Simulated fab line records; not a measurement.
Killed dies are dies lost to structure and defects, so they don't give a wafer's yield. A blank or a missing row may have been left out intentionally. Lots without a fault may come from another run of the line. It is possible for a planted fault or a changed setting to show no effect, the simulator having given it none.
Which tool did it?	flow n5Finfet	14 lots, 42 wafers sampled, at 6 steps of a route of 1938

## WHAT THE GAUGES SHOWED, per wafer
N5_BEOL_M10_CD_MEAS_11: target cd 64.1 nm. Usual: cdNm 64.1 nm, standard deviation 0.46.
lot	measured	on	cdNm (nm)	flag
L336	day 10 05:44	cdSem-03	63.5 63.7 64.1	
L339	day 11 05:43	cdSem-02	64.1 64.1 64.3	
L341	day 11 08:41	cdSem-01	64.0 64.4 64.1	
L344	day 12 23:13	cdSem-03	63.5 64.4 64.2	
L346	day 14 00:49	cdSem-02	65.3 64.4 64.1	
L348	day 14 00:59	cdSem-02	64.6 64.6 64.9	
L349	day 14 04:05	cdSem-02	63.5 63.8 64.2	
L351	day 14 06:40	cdSem-01	64.2 64.0 64.9	
L350	day 14 07:07	cdSem-03	64.6 63.9 64.0	
L353	day 14 20:11	cdSem-01	64.1 64.6 64.0	
L352	day 14 20:01	cdSem-01	65.1 64.4 64.4	
L354	day 15 06:13	cdSem-02	64.6 64.1 64.5	
L355	day 15 06:48	cdSem-01	63.9 64.5 64.1	
L357	day 16 08:50	cdSem-03	64.2 63.3 63.4	

N5_BEOL_M10_CD_MEAS_18: pitch 140 nm, target cd 70 nm. Usual: cdNm 70.0 nm, standard deviation 0.44.
lot	measured	on	cdNm (nm)	flag
L336	day 10 06:35	cdSem-03	69.4 69.9 69.5	
L339	day 11 06:16	cdSem-02	- - -	OFF
L341	day 11 09:14	cdSem-01	- - -	OFF
L344	day 12 23:45	cdSem-02	69.9 70.4 69.9	
L346	day 14 01:27	cdSem-03	70.4 70.2 69.6	
L348	day 14 02:01	cdSem-03	70.2 70.5 70.7	
L349	day 14 04:43	cdSem-03	70.0 70.1 70.1	
L351	day 14 07:12	cdSem-02	69.9 69.6 69.9	
L350	day 14 07:40	cdSem-03	69.7 69.4 69.4	
L353	day 14 20:44	cdSem-02	70.0 70.2 69.8	
L352	day 14 20:34	cdSem-03	70.4 69.7 70.2	
L354	day 15 06:52	cdSem-01	70.0 69.7 70.1	
L355	day 15 07:52	cdSem-02	70.0 70.3 69.6	
L357	day 16 09:24	cdSem-02	70.0 69.4 69.8	

## EACH LOT AND THE TOOL THAT RAN IT (in order: tool; ch and the chambers of the sampled wafers; start)
lot	N5_BEOL_M10_ILD_DEP_00	N5_BEOL_M10_CURE_71	N5_BEOL_M10_HM_DEP_02	N5_BEOL_M10_HM_OPEN_17
L336	pecvd-02 ch 0,1,2, day 10 03:08	uvCure-03 ch 0, day 10 03:23	pvdSputter-03, day 10 05:14	rieMetal-01 ch 0,1, day 10 06:26
L339	pecvd-03 ch 0,1, day 11 03:23	uvCure-01 ch 2, day 11 03:28	pvdSputter-02, day 11 05:13	rieMetal-03 ch 0,1, day 11 06:04
L341	pecvd-04 ch 0,1,2, day 11 05:55	uvCure-03 ch 2, day 11 05:59	pvdSputter-01, day 11 08:11	rieMetal-01 ch 0,1, day 11 09:03
L344	pecvd-04 ch 1,2, day 12 20:42	uvCure-03 ch 1, day 12 20:48	pvdSputter-01, day 12 22:50	rieMetal-02 ch 0,1, day 12 23:34
L346	pecvd-02 ch 0,1,2, day 13 22:26	uvCure-01 ch 2, day 13 22:40	pvdSputter-03, day 14 00:19	rieMetal-01 ch 0,1, day 14 01:16
L348	pecvd-03 ch 0,1, day 13 22:46	uvCure-03 ch 1, day 13 23:01	pvdSputter-02, day 14 00:21	rieMetal-02 ch 0,1, day 14 01:43
L349	pecvd-02 ch 0,1, day 14 02:23	uvCure-03 ch 0, day 14 02:28	pvdSputter-02, day 14 03:35	rieMetal-02 ch 0,1, day 14 04:32
L351	pecvd-02 ch 0,1, day 14 05:25	uvCure-01 ch 0, day 14 05:29	pvdSputter-01, day 14 06:10	rieMetal-01 ch 0,1, day 14 07:01
L350	pecvd-02 ch 0,1,2, day 14 05:34	uvCure-03 ch 2, day 14 05:47	pvdSputter-02, day 14 06:37	rieMetal-02 ch 0,1, day 14 07:30
L353	pecvd-02 ch 1,2, day 14 15:27	uvCure-02 ch 0, day 14 15:31	pvdSputter-01, day 14 19:33	rieMetal-03 ch 0,1, day 14 20:32
L352	pecvd-04 ch 0,1,2, day 14 16:15	uvCure-01 ch 1, day 14 16:20	pvdSputter-03, day 14 19:31	rieMetal-03 ch 0,1, day 14 20:23
L354	pecvd-02 ch 0,2, day 15 03:42	uvCure-01 ch 0, day 15 03:47	pvdSputter-01, day 15 05:51	rieMetal-02 ch 0,1, day 15 06:41
L355	pecvd-02 ch 0,1,2, day 15 04:25	uvCure-02 ch 2, day 15 04:30	pvdSputter-01, day 15 06:19	rieMetal-02 ch 0,1, day 15 07:40
L357	pecvd-03 ch 0,1,2, day 16 05:29	uvCure-01 ch 1, day 16 05:34	pvdSputter-02, day 16 08:28	rieMetal-01 ch 0,1, day 16 09:13
- N5_BEOL_M10_ILD_DEP_00: deposits SiCOH lowk from DEMS/porogen, target thk 308.51 nm, time 58 s.
- N5_BEOL_M10_CURE_71: cures SiCOH lowk, time 240 s.
- N5_BEOL_M10_HM_DEP_02: deposits TiN, target thk 20 nm.
- N5_BEOL_M10_HM_OPEN_17: chemistry Cl2/BCl3, target TiN, target depth 20 nm, overetch 6 nm.

## AS READ BY THE TOOLS THEMSELVES (means over the sampled wafers that have a number; for cases with no such wafer, the mark the record gives instead)
N5_BEOL_M10_ILD_DEP_00. Usual: chamberPressureTorr 5.000 Torr, standard deviation 0.012; heaterPowerOuterW 142 W, standard deviation 29; heaterPowerW 294 W, standard deviation 48; showerheadPlenumPTorr 5.733 Torr, standard deviation 0.024; throttleValvePct 13.6 %, standard deviation 0.72.
lot	tool	chamberPressureTorr (Torr)	heaterPowerOuterW (W)	heaterPowerW (W)	showerheadPlenumPTorr (Torr)	throttleValvePct (%)	flag
L336	pecvd-02	5.005	123	274	5.732	13.7	
L339	pecvd-03	5.004	141	312	5.706	13.9	
L341	pecvd-04	4.990	128	263	5.744	13.9	
L344	pecvd-04	4.994	141	284	5.741	13.1	
L346	pecvd-02	4.993	144	300	5.726	13.6	
L348	pecvd-03	5.005	158	326	5.709	13.9	
L349	pecvd-02	5.006	153	322	5.728	13.2	
L351	pecvd-02	5.010	143	313	5.732	13.2	
L350	pecvd-02	4.993	128	279	5.734	13.7	
L353	pecvd-02	4.996	166	342	5.728	13.2	
L352	pecvd-04	5.000	128	267	5.743	13.9	
L354	pecvd-02	4.996	118	247	5.747	13.8	
L355	pecvd-02	5.001	158	315	5.737	13.6	
L357	pecvd-03	4.995	165	329	5.729	13.6	

N5_BEOL_M10_CURE_71. Usual: lampPowerPct 52.32 %, standard deviation 0.055; wafer_temp_C_max 386.9, standard deviation 0.74.
lot	tool	lampPowerPct (%)	wafer_temp_C_max	flag
L336	uvCure-03	52.34	386.6	
L339	uvCure-01	52.33	388.0	
L341	uvCure-03	52.29	386.5	
L344	uvCure-03	52.36	388.0	
L346	uvCure-01	52.34	387.4	
L348	uvCure-03	52.32	387.2	
L349	uvCure-03	52.36	386.6	
L351	uvCure-01	52.31	386.6	
L350	uvCure-03	52.34	386.5	
L353	uvCure-02	52.33	387.0	
L352	uvCure-01	52.29	386.2	
L354	uvCure-01	52.25	386.1	
L355	uvCure-02	52.32	386.8	
L357	uvCure-01	52.25	386.2	

N5_BEOL_M10_HM_DEP_02. Usual: chamberPressurePa 0.5001 Pa, standard deviation 0.00092; substrateTempC 25.00 C, standard deviation 0.11; throttleValvePct 29.5 %, standard deviation 0.94.
lot	tool	chamberPressurePa (Pa)	substrateTempC (C)	throttleValvePct (%)	flag
L336	pvdSputter-03	0.4994	25.17	31.3	
L339	pvdSputter-02	-	-	-	OFF
L341	pvdSputter-01	-	-	-	OFF
L344	pvdSputter-01	0.5004	24.99	29.7	
L346	pvdSputter-03	0.4999	25.05	30.2	
L348	pvdSputter-02	0.5016	24.93	28.5	
L349	pvdSputter-02	0.5006	25.07	29.5	
L351	pvdSputter-01	0.5001	25.05	29.6	
L350	pvdSputter-02	0.5006	24.97	28.4	
L353	pvdSputter-01	0.4997	24.97	29.4	
L352	pvdSputter-03	0.5000	25.00	30.5	
L354	pvdSputter-01	0.4991	24.99	29.7	
L355	pvdSputter-01	0.4995	24.99	30.0	
L357	pvdSputter-02	0.5009	24.97	28.6	

N5_BEOL_M10_HM_OPEN_17. Usual: drypumpMotorCurrentA 5.7 A, standard deviation 0.33; oesProductAu 0.66 a.u., standard deviation 0.08; throttleValvePct 22.19 %, standard deviation 0.28.
lot	tool	drypumpMotorCurrentA (A)	oesProductAu (a.u.)	throttleValvePct (%)	flag
L336	rieMetal-01	5.7	0.63	22.38	
L339	rieMetal-03	5.7	0.32	22.53	OFF
L341	rieMetal-01	5.8	0.26	22.83	OFF
L344	rieMetal-02	5.7	0.67	22.24	
L346	rieMetal-01	5.8	0.60	22.20	
L348	rieMetal-02	5.7	0.66	22.25	
L349	rieMetal-02	5.5	0.73	22.10	
L351	rieMetal-01	5.6	0.62	22.41	
L350	rieMetal-02	5.5	0.72	22.12	
L353	rieMetal-03	6.0	0.67	22.10	
L352	rieMetal-03	6.0	0.67	22.10	
L354	rieMetal-02	5.7	0.66	22.25	
L355	rieMetal-02	5.7	0.65	22.25	
L357	rieMetal-01	5.8	0.59	22.21	

## THE ANSWER, worked out from the rows above alone
Rule: a lot is off if the mean of its wafers that have a number lies more than 3 standard deviations from the usual mean. A lot without any number at a reading at which 4 lots or more have one is off too. Any other lot the step has rows for is counted as sound. First the gauges in route order, then the tools' own readings, where a lot's mean is used as printed above. The first step at which some lot is off is used, and at that step the reading that is off furthest; a lot without a number counts as furthest.
Off: L339, L341, at N5_BEOL_M10_CD_MEAS_18 (cdNm). Without a number there: L339, L341.
If a tool, at a process step before that reading, ran all the lots that are off and no sound lot after the first of them, it fits. The gauges at N5_BEOL_M10_CD_MEAS_18 aren't tried: what is off there is off at N5_BEOL_M10_HM_DEP_02 too, on other tools, and a gauge's error can't cause that. None of those tried fits.

## WHAT THE SIMULATOR PUT IN
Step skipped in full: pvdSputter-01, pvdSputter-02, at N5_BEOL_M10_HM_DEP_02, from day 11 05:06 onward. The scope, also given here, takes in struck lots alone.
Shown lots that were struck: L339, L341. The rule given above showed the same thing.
